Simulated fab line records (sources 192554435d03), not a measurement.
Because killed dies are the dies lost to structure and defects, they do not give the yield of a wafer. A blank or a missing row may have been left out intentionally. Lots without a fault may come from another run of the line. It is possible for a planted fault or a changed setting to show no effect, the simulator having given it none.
Matching of chambers / flow n5-finfet / N5_DUMMY_REMOVAL_STRIP_10 on rie-diel-03: 4 sister chambers
The step strips in N2/H2, time 40 s. 8 wafers are shown with their chamber, then 7 later ones without.

== WAFERS, EACH WITH ITS CHAMBER ==
wafer=L076.6; chamber=0; throttle-valve-pct (%)=12.22; oes-product-au (a.u.)=0.70
wafer=L077.3; chamber=1; throttle-valve-pct (%)=12.46; oes-product-au (a.u.)=0.75
wafer=L077.6; chamber=2; throttle-valve-pct (%)=12.12; oes-product-au (a.u.)=0.84
wafer=L078.4; chamber=1; throttle-valve-pct (%)=12.46; oes-product-au (a.u.)=0.75
wafer=L078.5; chamber=2; throttle-valve-pct (%)=12.16; oes-product-au (a.u.)=0.84
wafer=L078.6; chamber=3; throttle-valve-pct (%)=12.03; oes-product-au (a.u.)=0.87
wafer=L085.1; chamber=0; throttle-valve-pct (%)=11.62; oes-product-au (a.u.)=0.95
wafer=L085.4; chamber=3; throttle-valve-pct (%)=12.08; oes-product-au (a.u.)=0.85

== WAFERS WITHOUT THEIR CHAMBER ==
wafer=L085.6; throttle-valve-pct (%)=12.19; oes-product-au (a.u.)=0.82
wafer=L093.1; throttle-valve-pct (%)=12.21; oes-product-au (a.u.)=0.81
wafer=L093.5; throttle-valve-pct (%)=11.65; oes-product-au (a.u.)=0.93
wafer=L093.6; throttle-valve-pct (%)=12.11; oes-product-au (a.u.)=0.83
wafer=L096.1; throttle-valve-pct (%)=12.14; oes-product-au (a.u.)=0.82
wafer=L096.3; throttle-valve-pct (%)=12.22; oes-product-au (a.u.)=0.81
wafer=L096.5; throttle-valve-pct (%)=12.54; oes-product-au (a.u.)=0.72

== EACH ONE'S CHAMBER ==
wafer=L085.6; from the rows above=can't be placed: 2 or 3 or 0 or 1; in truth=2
wafer=L093.1; from the rows above=can't be placed: 2 or 3 or 1 or 0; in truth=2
wafer=L093.5; from the rows above=can't be placed: 0 or 3 or 2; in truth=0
wafer=L093.6; from the rows above=can't be placed: 2 or 3 or 0 or 1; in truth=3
wafer=L096.1; from the rows above=can't be placed: 2 or 3 or 0 or 1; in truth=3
wafer=L096.3; from the rows above=can't be placed: 2 or 3 or 1 or 0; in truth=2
wafer=L096.5; from the rows above=can't be placed: 1 or 2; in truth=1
0 of 7 placed correctly. Cannot be placed on the basis of these rows: 7; the candidates contain the true chamber in 7. Wrongly placed: 0.
How it was worked out, from the rows above alone: a wafer's distance from a chamber is the root of the sum, over the readings, of the square of ((its reading less the chamber's mean) divided by the reading's scatter). If the next closest chamber is less than 2 further off than the closest, the wafer can't be placed; otherwise it belongs to the closest. The mean given for a chamber averages the wafers shown for that chamber. The scatter: the root of (the sum of the squares of (reading less its chamber's mean) over the shown wafers, divided by (wafers less chambers)).
